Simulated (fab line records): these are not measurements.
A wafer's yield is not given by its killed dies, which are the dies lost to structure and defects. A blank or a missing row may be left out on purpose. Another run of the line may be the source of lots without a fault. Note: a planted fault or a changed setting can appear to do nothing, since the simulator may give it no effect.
Matching of chambers / flow nandHarc / NHARC_A_BLC_STRIP_21 on rieDiel-08: 4 sister chambers
The step strips in O2. 18 wafers are shown with their chamber, then 8 later ones without.

== WAFERS, EACH WITH ITS CHAMBER ==
wafer=L075.2; chamber=2; showerheadPlenumPTorr (Torr)=3.57; drypumpMotorCurrentA (A)=6.0; oesProductAu (a.u.)=0.996
wafer=L075.3; chamber=3; showerheadPlenumPTorr (Torr)=3.37; drypumpMotorCurrentA (A)=5.9; oesProductAu (a.u.)=1.000
wafer=L075.5; chamber=2; showerheadPlenumPTorr (Torr)=3.57; drypumpMotorCurrentA (A)=6.0; oesProductAu (a.u.)=1.000
wafer=L077.2; chamber=2; showerheadPlenumPTorr (Torr)=3.57; drypumpMotorCurrentA (A)=6.0; oesProductAu (a.u.)=0.987
wafer=L077.3; chamber=1; showerheadPlenumPTorr (Torr)=3.42; drypumpMotorCurrentA (A)=6.8; oesProductAu (a.u.)=0.995
wafer=L077.5; chamber=0; showerheadPlenumPTorr (Torr)=3.62; drypumpMotorCurrentA (A)=5.9; oesProductAu (a.u.)=0.993
wafer=L074.2; chamber=3; showerheadPlenumPTorr (Torr)=3.37; drypumpMotorCurrentA (A)=5.9; oesProductAu (a.u.)=1.006
wafer=L074.4; chamber=2; showerheadPlenumPTorr (Torr)=3.57; drypumpMotorCurrentA (A)=6.0; oesProductAu (a.u.)=0.993
wafer=L074.6; chamber=0; showerheadPlenumPTorr (Torr)=3.62; drypumpMotorCurrentA (A)=5.8; oesProductAu (a.u.)=0.994
wafer=L082.2; chamber=1; showerheadPlenumPTorr (Torr)=3.41; drypumpMotorCurrentA (A)=6.8; oesProductAu (a.u.)=0.994
wafer=L082.3; chamber=3; showerheadPlenumPTorr (Torr)=3.37; drypumpMotorCurrentA (A)=5.9; oesProductAu (a.u.)=1.005
wafer=L082.6; chamber=2; showerheadPlenumPTorr (Torr)=3.57; drypumpMotorCurrentA (A)=6.0; oesProductAu (a.u.)=1.001
wafer=L085.2; chamber=0; showerheadPlenumPTorr (Torr)=3.62; drypumpMotorCurrentA (A)=5.8; oesProductAu (a.u.)=0.996
wafer=L085.3; chamber=1; showerheadPlenumPTorr (Torr)=3.41; drypumpMotorCurrentA (A)=6.8; oesProductAu (a.u.)=1.003
wafer=L085.4; chamber=3; showerheadPlenumPTorr (Torr)=3.37; drypumpMotorCurrentA (A)=5.9; oesProductAu (a.u.)=1.007
wafer=L088.2; chamber=1; showerheadPlenumPTorr (Torr)=3.41; drypumpMotorCurrentA (A)=6.8; oesProductAu (a.u.)=0.983
wafer=L088.5; chamber=0; showerheadPlenumPTorr (Torr)=3.62; drypumpMotorCurrentA (A)=5.8; oesProductAu (a.u.)=0.998
wafer=L088.6; chamber=1; showerheadPlenumPTorr (Torr)=3.41; drypumpMotorCurrentA (A)=6.7; oesProductAu (a.u.)=0.990

SIGNATURES, as means of the wafers listed above
reading=showerheadPlenumPTorr; chamber 0=3.6200; chamber 1=3.4120; chamber 2=3.5700; chamber 3=3.3700; scatter within a chamber=0.00239
reading=drypumpMotorCurrentA; chamber 0=5.825; chamber 1=6.780; chamber 2=6.000; chamber 3=5.900; scatter within a chamber=0.0333
reading=oesProductAu; chamber 0=0.99525; chamber 1=0.99300; chamber 2=0.99540; chamber 3=1.00450; scatter within a chamber=0.00526
Rule: distance of a wafer from a chamber = root of the sum over the readings of ((wafer's reading minus chamber's mean) / reading's scatter) squared. If the next closest chamber is less than 2 further off than the closest, the wafer can't be placed; otherwise it belongs to the closest. How the scatter is found: for the shown wafers, subtract from each reading the mean of its chamber, square and add these, divide the total by (wafers less chambers), then take the root.

== WAFERS WITH NO CHAMBER GIVEN ==
wafer=L087.1; showerheadPlenumPTorr (Torr)=3.41; drypumpMotorCurrentA (A)=6.8; oesProductAu (a.u.)=0.981
wafer=L087.3; showerheadPlenumPTorr (Torr)=3.62; drypumpMotorCurrentA (A)=5.8; oesProductAu (a.u.)=0.989
wafer=L087.6; showerheadPlenumPTorr (Torr)=3.37; drypumpMotorCurrentA (A)=5.9; oesProductAu (a.u.)=1.003
wafer=L094.3; showerheadPlenumPTorr (Torr)=3.57; drypumpMotorCurrentA (A)=6.0; oesProductAu (a.u.)=0.994
wafer=L094.4; showerheadPlenumPTorr (Torr)=3.41; drypumpMotorCurrentA (A)=6.7; oesProductAu (a.u.)=0.997
wafer=L094.5; showerheadPlenumPTorr (Torr)=3.57; drypumpMotorCurrentA (A)=6.0; oesProductAu (a.u.)=0.975
wafer=L093.2; showerheadPlenumPTorr (Torr)=3.37; drypumpMotorCurrentA (A)=5.9; oesProductAu (a.u.)=1.003
wafer=L093.3; showerheadPlenumPTorr (Torr)=3.41; drypumpMotorCurrentA (A)=6.8; oesProductAu (a.u.)=0.997

== THE CHAMBER EACH PASSED THROUGH ==
wafer=L087.1; from the rows above=1; in truth=1
wafer=L087.3; from the rows above=0; in truth=0
wafer=L087.6; from the rows above=3; in truth=3
wafer=L094.3; from the rows above=2; in truth=2
wafer=L094.4; from the rows above=1; in truth=1
wafer=L094.5; from the rows above=2; in truth=2
wafer=L093.2; from the rows above=3; in truth=3
wafer=L093.3; from the rows above=1; in truth=1
Placed correctly: 8 of 8. Left unplaced by these rows: 0. Placed wrongly: 0.
